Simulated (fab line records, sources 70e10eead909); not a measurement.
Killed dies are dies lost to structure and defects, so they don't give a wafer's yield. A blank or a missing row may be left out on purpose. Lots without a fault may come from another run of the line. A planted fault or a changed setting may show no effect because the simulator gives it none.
fab line records | flow nand_harc
record lots=7 wafers=21 last_day=24
route steps=1159 shown P_GATE@202 END@1159
lots that met no fault: from a run of the same line without faults
start_h: hours from the record's first day to the start of the lot's first wafer shown | wait_h: hours since the lot's step before | " the same as in the row above | L1.1+2: a row that stands for several wafers | - no value, or no start given | * or withheld: withheld | < > ~ a bound
route shown NAME@n: a module of which the file shows steps, and the number in the route of the first | usual: mean/standard deviation of fault-free wafers | same: alike in all rows | chamber/n: place in a boat | sites: the reading at each site | _std_site: their standard deviation | _edge_site: outer sites' mean less inner sites' | radius_mm: how far each site lies from the wafer's centre | mask NAME#n: copy n | behind: the tool/chamber that last shaped the wafer | hold: why the lot was held/for how many hours/how that ended | device: the transistor (n, p or np) that didn't switch | end of line: the same wafers' tests at the end of the route | a step without rows: its recipe alone | killed: dies lost to structure and defects at the first sort, not the wafer's yield | map: a wafer's dies, x killed, . not, _ none there
set.NAME: the setting as run; set.NAME@STEP: as run at that earlier step | model.NAME: the simulator's own value behind a step, which no gauge read
lots at some steps of the route; a table a step, a row a wafer
services: from which hour (start_h, from the record's first day; less than 0 if before it) a tool's chamber was out of use, for how many hours, and why
## steps
# step NHARC_P_GATE_DESCUM_93
# recipe time_s=3 o2_flow_sccm=200 ar_flow_sccm=0 bias_power_w=0 chemistry=O2
# usual drypump_motor_current_A=5.9/0.37 oes_product_au=0.998/0.0094 rf_vpp_V=57.9/0.87 showerhead_plenum_p_Torr=1.92/0.072 throttle_valve_pct=11.311/0.0085
# columns lot.wafer tool chamber start_h wait_h drypump_motor_current_A oes_product_au rf_hours_counter_h rf_vpp_V showerhead_plenum_p_Torr throttle_valve_pct
L231.3 rie_diel-02 0 106.20 - 6.1 0.984 44 58.0 1.85 11.303
L231.2 " 2 " " 5.2 0.991 43 59.3 1.91 11.294
L231.1 " 3 " " 6.3 0.992 42 60.1 1.95 11.301
L239.3 rie_diel-07 3 156.57 - 6.2 1.003 18 58.1 1.83 11.326
L239.1 " 1 " " 5.9 0.997 19 59.2 2.02 11.296
L239.2 " 2 " " 6.2 0.994 17 57.9 1.99 11.314
L241.3 rie_diel-02 0 164.05 - 6.1 0.989 2 57.3 1.84 11.304
L241.5 " 1 " " 5.4 1.001 - 56.9 1.87 11.305
L241.6 " 2 " " 5.2 1.004 - 58.9 1.90 11.318
L242.3 rie_diel-06 0 165.58 - 6.4 0.981 31 58.5 1.90 11.310
L242.1 " 2 " " 5.5 1.006 36 56.3 1.96 11.320
L242.5 " 0 " " 6.4 0.985 - 58.4 1.90 11.325
L244.4 rie_diel-07 0 181.41 - 5.6 1.013 22 56.9 1.97 11.317
L244.2 " 1 " " 5.9 1.005 24 57.3 2.02 11.300
L244.3 " 3 " " 6.2 1.014 23 57.1 1.83 11.322
L243.4 rie_diel-07 1 181.71 - 5.9 0.997 24 57.4 2.02 11.315
L243.2 " 2 " " 6.2 0.998 22 59.1 1.99 11.313
L243.5 " 1 " " 5.9 1.002 - 59.6 2.02 11.298
L251.3 rie_diel-07 3 226.48 - 6.2 0.998 34 59.1 1.82 11.319
L251.6 " 3 " " 6.2 0.994 - 57.3 1.82 11.299
L251.5 " 0 " " 5.6 1.014 - 58.0 1.97 11.308
# step NHARC_P_GATE_IMPLANT_94
# recipe energy_kev=60 dose_cm2=2e+15 tilt_deg=7
# step NHARC_P_GATE_STRIP_113
# recipe power_w=1500 temp_c=110 time_s=740 chemistry=N2/H2
# usual drypump_motor_current_A=5.5/0.44 heater_power_w=85/11 run_length_s=812.1/0.31
# columns lot.wafer tool chamber start_h wait_h drypump_motor_current_A heater_power_w rf_hours_counter_h run_length_s
L231.1 plasma_asher-02 1 106.57 0.2 5.6 94 29 811.8
L231.2 " 0 " " 6.0 85 29 812.3
L231.3 " 1 " " 5.6 93 - 812.3
L239.2 plasma_asher-01 1 156.94 0.2 4.9 67 17 811.7
L239.1 " 0 " " 5.9 99 17 812.3
L239.3 " 0 " " 5.9 96 - 812.3
L241.3 plasma_asher-01 0 164.62 0.4 5.9 97 - 811.9
L241.6 " 0 " " 5.9 97 - 812.0
L241.5 " 1 " " 4.9 71 - 811.5
L242.1 plasma_asher-02 1 165.94 0.2 5.5 93 50 812.2
L242.3 " 0 " " 6.0 85 - 812.4
L242.5 " 0 " " 6.0 84 - 812.7
L244.2 plasma_asher-02 1 181.90 0.3 5.6 95 56 811.7
L244.3 " 0 " " 5.9 85 - 812.7
L244.4 " 1 " " 5.6 91 - 811.9
L243.2 plasma_asher-01 0 182.27 0.4 5.9 95 27 811.8
L243.4 " 1 " " 4.9 70 - 812.1
L243.5 " 1 " " 4.9 71 - 811.7
L251.3 plasma_asher-02 0 227.24 0.5 5.9 79 - 812.3
L251.6 " 1 " " 5.6 95 - 811.7
L251.5 " 0 " " 6.0 82 - 812.2
# step NHARC_P_GATE_STRIP_95
# recipe power_w=1500 temp_c=250 chemistry=O2
# usual drypump_motor_current_A=5.5/0.43 heater_power_w=319/43
# columns lot.wafer tool chamber start_h wait_h drypump_motor_current_A heater_power_w rf_hours_counter_h
L231.1 plasma_asher-02 1 107.28 0.6 5.5 345 29
L231.2 " 0 " " 6.0 315 29
L231.3 " 1 " " 5.5 361 -
L239.2 plasma_asher-01 1 157.65 0.6 4.9 258 18
L239.1 " 0 " " 5.9 353 18
L239.3 " 0 " " 5.9 357 -
L241.3 plasma_asher-01 0 165.13 0.4 5.9 359 -
L241.6 " 0 " " 5.8 352 -
L241.5 " 1 " " 4.9 261 -
L242.1 plasma_asher-02 1 166.67 0.6 5.5 356 51
L242.3 " 0 " " 6.0 311 -
L242.5 " 0 " " 5.9 320 -
L244.2 plasma_asher-02 1 182.51 0.5 5.6 355 57
L244.3 " 0 " " 6.0 319 -
L244.4 " 1 " " 5.6 356 -
L243.2 plasma_asher-01 0 182.99 0.6 5.9 361 28
L243.4 " 1 " " 4.9 259 -
L243.5 " 1 " " 4.9 263 -
L251.3 plasma_asher-02 0 227.63 0.3 6.0 306 -
L251.6 " 1 " " 5.5 352 -
L251.5 " 0 " " 6.0 305 -
# step NHARC_P_GATE_STRIP_96
# recipe time_s=900 temp_c=130 chemistry=SPM
# step NHARC_P_GATE_RTA_64
# recipe temp_c=1050 time_s=1
# usual lamp_power_pct=37/4 wafer_temp_C_max=1056.0/2.9
# columns lot.wafer tool chamber start_h wait_h lamp_power_pct wafer_temp_C_max
L231.1 rtp_anneal-01 0 107.84 - 32 1052.5
L231.2 " 0 " " 32 1052.6
L231.3 " 0 " " 32 1051.7
L239.1 rtp_anneal-01 0 158.22 - 32 1053.8
L239.2 " 0 " " 32 1052.9
L239.3 " 0 " " 32 1052.8
L241.3 rtp_anneal-02 0 165.74 - 40 1060.9
L241.5 " 0 " " 40 1060.6
L241.6 " 0 " " 40 1057.9
L242.1 rtp_anneal-02 0 167.23 - 41 1059.0
L242.3 " 0 " " 40 1057.1
L242.5 " 0 " " 40 1057.8
L244.2 rtp_anneal-02 0 183.09 - 41 1057.6
L244.3 " 0 " " 40 1058.4
L244.4 " 0 " " 40 1057.7
L243.2 rtp_anneal-01 0 183.58 - 32 1053.0
L243.4 " 0 " " 32 1052.3
L243.5 " 0 " " 32 1051.4
L251.3 rtp_anneal-02 0 228.35 - 40 1058.1
L251.5 " 0 " " 40 1059.3
L251.6 " 0 " " 40 1060.7
# step NHARC_P_GATE_ETCH_77
# recipe target_depth_a=60 chemistry=dHF material=SiO2
# step NHARC_P_GATE_DEGAS_109
# recipe temp_c=300 time_s=60
# step NHARC_P_GATE_PRE_CLEAN_110
# recipe time_s=30 bias_v=200 gas=Ar
# step NHARC_P_GATE_SPUTTER_78
# recipe target_thk_a=100 material=Ni
# step NHARC_P_GATE_SPUTTER_79
# recipe target_thk_a=100 material=TiN
# step NHARC_P_GATE_RTA_80
# recipe temp_c=300 time_s=30
# step NHARC_P_GATE_STRIP_67
# recipe time_s=600 temp_c=130 chemistry=SPM
# usual bath_guard_temp_C=130.0/0.52 run_length_s=603.0/1.1
# columns lot.wafer tool chamber start_h wait_h bath_guard_temp_C run_length_s
L231.2 wet_bench-09 2 108.69 0.1 129.5 604.6
L231.1 " 3 " " 130.0 602.8
L231.3 " 6 " " 130.2 602.5
L239.2 wet_bench-04 5 159.28 0.2 130.5 604.0
L239.1 " 7 " " 129.7 602.8
L239.3 " 2 " " 130.4 602.4
L241.5 wet_bench-09 7 166.49 0.1 129.1 200.8
L241.3 " 0 " " 130.8 203.6
L241.6 " 2 " " 129.8 203.8
L242.1 wet_bench-09 1 168.18 0.2 129.8 201.4
L242.3 " 4 " " 129.2 201.6
L242.5 " 5 " " 129.6 200.8
L244.2 wet_bench-09 6 183.91 0.2 130.0 200.3
L244.3 " 7 " " 128.9 201.5
L244.4 " 0 " " 130.9 201.7
L243.2 wet_bench-04 6 184.54 0.1 130.3 603.5
L243.4 " 7 " " 129.9 603.7
L243.5 " 1 " " 129.9 603.1
L251.5 wet_bench-04 0 229.11 0.1 130.3 603.3
L251.3 " 1 " " 130.1 603.7
L251.6 " 2 " " 130.4 604.1
# step NHARC_P_GATE_RTA_82
# recipe temp_c=450 time_s=30
# usual lamp_power_pct=4.5/0.43 wafer_temp_C_max=452.8/1.2
# columns lot.wafer tool chamber start_h wait_h lamp_power_pct wafer_temp_C_max
L231.1 rtp_anneal-02 0 108.95 - 4.7 453.0
L231.2 " 0 " " 4.7 453.6
L231.3 " 0 " " 4.7 452.8
L239.1 rtp_anneal-02 0 159.55 - 4.7 453.6
L239.2 " 0 " " 4.7 453.6
L239.3 " 0 " " 4.7 452.9
L241.3 rtp_anneal-02 0 166.80 - 4.7 453.0
L241.5 " 0 " " 4.7 454.1
L241.6 " 0 " " 4.7 453.4
L242.1 rtp_anneal-02 0 168.44 - 4.7 453.5
L242.3 " 0 " " 4.7 452.9
L242.5 " 0 " " 4.7 453.7
L244.2 rtp_anneal-01 0 184.19 - 3.8 451.6
L244.3 " 0 " " 3.8 451.4
L244.4 " 0 " " 3.8 451.4
L243.2 rtp_anneal-02 0 184.83 - 4.7 452.3
L243.4 " 0 " " 4.7 455.3
L243.5 " 0 " " 4.7 452.4
L251.3 rtp_anneal-01 0 229.43 - 3.8 451.1
L251.5 " 0 " " 3.8 451.1
L251.6 " 0 " " 3.8 451.3
# step NHARC_END_SORT_01
# recipe temp_c=25
# usual killed_at_array=28/10 killed_at_other=0.5/0.82 killed_at_periphery=3.4/2.2 killed_dies=31/10 killed_open=3.4/1.9 killed_short=1.9/1.3
# same gross_dies=677
# columns lot.wafer tool chamber start_h wait_h killed_at_array killed_at_other killed_at_periphery killed_dies killed_open killed_short
L231.1 prober-01 0 457.15 2.5 25 1 4 30 3 1
L231.2 prober-01 0 457.95 2.8 13 0 2 15 3 0
L231.3 prober-01 0 458.75 3.1 17 0 3 20 5 1
L239.1 prober-01 0 499.44 2.5 24 1 2 27 1 3
L239.2 prober-01 0 500.23 2.8 23 0 1 24 1 2
L239.3 prober-01 0 501.03 3.1 22 0 3 25 3 1
L242.1 prober-01 0 507.59 2.5 16 0 1 17 2 1
L242.3 prober-01 0 509.19 3.1 25 0 0 25 2 2
L242.5 prober-01 0 510.79 3.7 28 0 1 29 5 1
L241.3 prober-02 0 509.21 3.1 28 1 5 34 6 3
L241.6 prober-02 0 511.58 4.0 24 0 4 28 3 0
L243.2 prober-02 0 556.02 2.8 39 0 2 41 6 2
L243.4 prober-02 0 557.59 3.4 26 0 5 31 7 2
L243.5 prober-02 0 558.37 3.6 25 0 4 29 4 1
L251.3 prober-01 0 570.75 3.1 48 0 2 50 2 0
L251.5 prober-01 0 572.35 3.7 52 0 1 53 2 2
L251.6 prober-01 0 573.16 4.0 46 0 1 47 2 1
# killed by level:class
L231.1 A_SLIT:chamber_film_flake=14 P_BONDPAD:chamber_film_flake=3 A_CHANNEL_HOLE_D1:chamber_film_flake=3 A_CONTACT:chamber_film_flake=3 A_ONON_D1:geometric_particle:open=1 A_WL_FILL:geometric_particle:short=1 A_CONTACT:geometric_particle:open=1 A_M0:geometric_particle:open=1
L231.2 A_SLIT:chamber_film_flake=6 A_SOURCE_PLATE:geometric_particle:open=2 P_BONDPAD:chamber_film_flake=2 A_CHANNEL_HOLE_D1:chamber_film_flake=2 A_STAIRCASE:chamber_film_flake=2 A_CONTACT:geometric_particle:open=1
L231.3 A_CHANNEL_HOLE_D1:chamber_film_flake=5 A_SLIT:chamber_film_flake=3 A_STAIRCASE:chamber_film_flake=2 P_CONTACT:geometric_particle:open=1 A_WL_FILL:geometric_particle:short=1 A_WL_FILL:geometric_particle:open=1 A_CONTACT:geometric_particle:open=1 A_BLC:geometric_particle:open=1
L239.1 A_SLIT:chamber_film_flake=6 A_WL_FILL:chamber_film_flake=6 A_CHANNEL_HOLE_D1:chamber_film_flake=3 A_STAIRCASE:chamber_film_flake=3 A_CONTACT:chamber_film_flake=2 A_M1:chamber_film_flake=2 P_STI:geometric_particle:open=1 A_SOURCE_PLATE:geometric_particle:short=1
L239.2 A_SLIT:chamber_film_flake=11 A_STAIRCASE:chamber_film_flake=4 A_CONTACT:chamber_film_flake=3 A_WL_FILL:chamber_film_flake=2 P_M0:geometric_particle:open=1 A_CHANNEL_FILL_D1:geometric_particle:short=1 A_M0:geometric_particle:short=1 A_CHANNEL_HOLE_D1:chamber_film_flake=1
L239.3 A_SLIT:chamber_film_flake=9 A_ONON_D1:geometric_particle:open=3 A_CONTACT:chamber_film_flake=3 P_GATE:chamber_film_flake=2 A_CHANNEL_HOLE_D1:chamber_film_flake=2 A_WL_FILL:chamber_film_flake=2 A_M1:chamber_film_flake=2 A_M0:geometric_particle:short=1
L242.1 A_SLIT:chamber_film_flake=7 A_CONTACT:chamber_film_flake=3 A_CHANNEL_HOLE_D1:chamber_film_flake=2 A_STAIRCASE:chamber_film_flake=2 P_M0:geometric_particle:open=1 A_SGD_CUT:geometric_particle:short=1 A_CONTACT:geometric_particle:open=1
L242.3 A_STAIRCASE:chamber_film_flake=6 A_SLIT:chamber_film_flake=6 A_CONTACT:chamber_film_flake=4 A_CONTACT:geometric_particle:open=2 A_CHANNEL_HOLE_D1:chamber_film_flake=2 A_ONON_D1:geometric_particle:short=1 A_M1:geometric_particle:short=1 A_ZERO_WELL:chamber_film_flake=1
L241.3 A_CHANNEL_HOLE_D1:chamber_film_flake=17 P_STI:chamber_film_flake=3 A_M0:geometric_particle:open=2 P_M0:chamber_film_flake=2 A_SLIT:chamber_film_flake=2 A_CHANNEL_HOLE_D1:geometric_particle:short=1 A_CHANNEL_FILL_D1:geometric_particle:open=1 A_STAIRCASE:geometric_particle:short=1
L242.5 A_STAIRCASE:chamber_film_flake=8 A_CHANNEL_HOLE_D1:chamber_film_flake=7 A_CONTACT:chamber_film_flake=5 A_SLIT:chamber_film_flake=3 A_CONTACT:geometric_particle:open=2 P_GATE:geometric_particle:open=1 A_ONON_D1:geometric_particle:open=1 A_M0:geometric_particle:open=1
L241.6 A_CHANNEL_HOLE_D1:chamber_film_flake=13 A_STAIRCASE:chamber_film_flake=5 P_STI:chamber_film_flake=2 A_CONTACT:chamber_film_flake=2 P_CONTACT:geometric_particle:open=1 A_CONTACT:geometric_particle:open=1 A_BLC:geometric_particle:open=1 P_M0:chamber_film_flake=1
L243.2 A_CHANNEL_HOLE_D1:chamber_film_flake=20 A_STAIRCASE:chamber_film_flake=5 A_BLC:chamber_film_flake=4 A_CONTACT:chamber_film_flake=3 A_CONTACT:geometric_particle:open=2 A_M0:geometric_particle:open=2 P_M2:geometric_particle:open=1 A_CHANNEL_FILL_D1:geometric_particle:open=1
L243.4 A_CHANNEL_HOLE_D1:chamber_film_flake=13 P_M0:geometric_particle:open=2 A_CONTACT:geometric_particle:open=2 A_STAIRCASE:chamber_film_flake=2 A_CONTACT:chamber_film_flake=2 A_BLC:chamber_film_flake=2 P_CONTACT:geometric_particle:open=1 P_M0:geometric_particle:short=1
L243.5 A_CHANNEL_HOLE_D1:chamber_film_flake=18 P_M0:geometric_particle:open=2 A_CONTACT:chamber_film_flake=2 P_GATE:geometric_particle:open=1 A_CONTACT:geometric_particle:open=1 A_CONTACT:geometric_particle:short=1 P_STI:chamber_film_flake=1 A_ZERO_WELL:chamber_film_flake=1
L251.3 A_CHANNEL_HOLE_D1:chamber_film_flake=24 A_CONTACT:chamber_film_flake=11 A_STAIRCASE:chamber_film_flake=5 A_SLIT:chamber_film_flake=3 A_M0:chamber_film_flake=2 A_CHANNEL_HOLE_D1:geometric_particle:open=1 A_SGD_CUT:geometric_particle:open=1 P_STI:chamber_film_flake=1
L251.5 A_CHANNEL_HOLE_D1:chamber_film_flake=23 A_STAIRCASE:chamber_film_flake=9 A_CONTACT:chamber_film_flake=8 A_M0:chamber_film_flake=4 A_WL_FILL:chamber_film_flake=3 A_ONON_D1:geometric_particle:short=1 A_ONON_D1:geometric_particle:open=1 A_CHANNEL_FILL_D1:geometric_particle:short=1
L251.6 A_CHANNEL_HOLE_D1:chamber_film_flake=20 A_STAIRCASE:chamber_film_flake=13 A_CONTACT:chamber_film_flake=7 A_CONTACT:geometric_particle:open=2 A_M0:chamber_film_flake=2 A_ONON_D1:geometric_particle:short=1 P_STI:chamber_film_flake=1 A_WL_FILL:chamber_film_flake=1
## services
# columns tool chamber start_h hours kind
rie_diel-07 0 84.71 - clean
rie_diel-07 1 84.71 - clean
rie_diel-07 2 84.71 - clean
rie_diel-07 3 84.71 - clean
plasma_asher-01 - 99.00 9.0 pm
plasma_asher-01 0 99.00 9.0 vent_cycle
plasma_asher-01 1 99.00 9.0 vent_cycle
plasma_asher-01 0 108.00 - clean
plasma_asher-01 1 108.00 - clean
wet_bench-09 - 112.80 8.0 pm
rie_diel-06 1 134.09 5.1 repair
rie_diel-02 3 135.05 20.5 repair
rie_diel-07 2 137.40 8.3 repair
rie_diel-02 - 150.90 9.0 pm
wet_bench-04 - 163.20 8.0 pm
plasma_asher-02 - 183.52 9.0 pm
plasma_asher-02 0 183.52 9.0 vent_cycle
plasma_asher-02 1 183.52 9.0 vent_cycle
wet_bench-09 - 184.95 8.0 repair
plasma_asher-02 0 192.52 - clean
plasma_asher-02 1 192.52 - clean
wet_bench-09 - 210.20 0.5 repair
rie_diel-07 1 223.61 3.3 repair
rie_diel-07 - 228.20 9.0 pm
## key
first_sign step=NHARC_P_GATE_STRIP_67 reading=run_length_s direction=down sigmas=99+ usual=* struck=*
effect none on later readings
met_at NHARC_P_GATE_STRIP_67
struck_wafers L241.3,L241.5,L241.6,L242.1,L242.3,L242.5,L244.2,L244.3,L244.4
tester_left_out L241,L242,L244
onset_between 108.69 166.49
fault kind=process_parameter_drift tool=wet_bench-09 chamber=- onset_h=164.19 steps=NHARC_P_GATE_STRIP_67 channel=time_s offset=* shape=step end_h=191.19 acts_in=* stated=*
# tester_left_out: of these lots the tester's yield and bins aren't shown, on N5 and GAA mostly nor the transistor test; their killed dies are dies lost to structure and defects alone, not to doping, threshold or leakage, so they don't give the yield
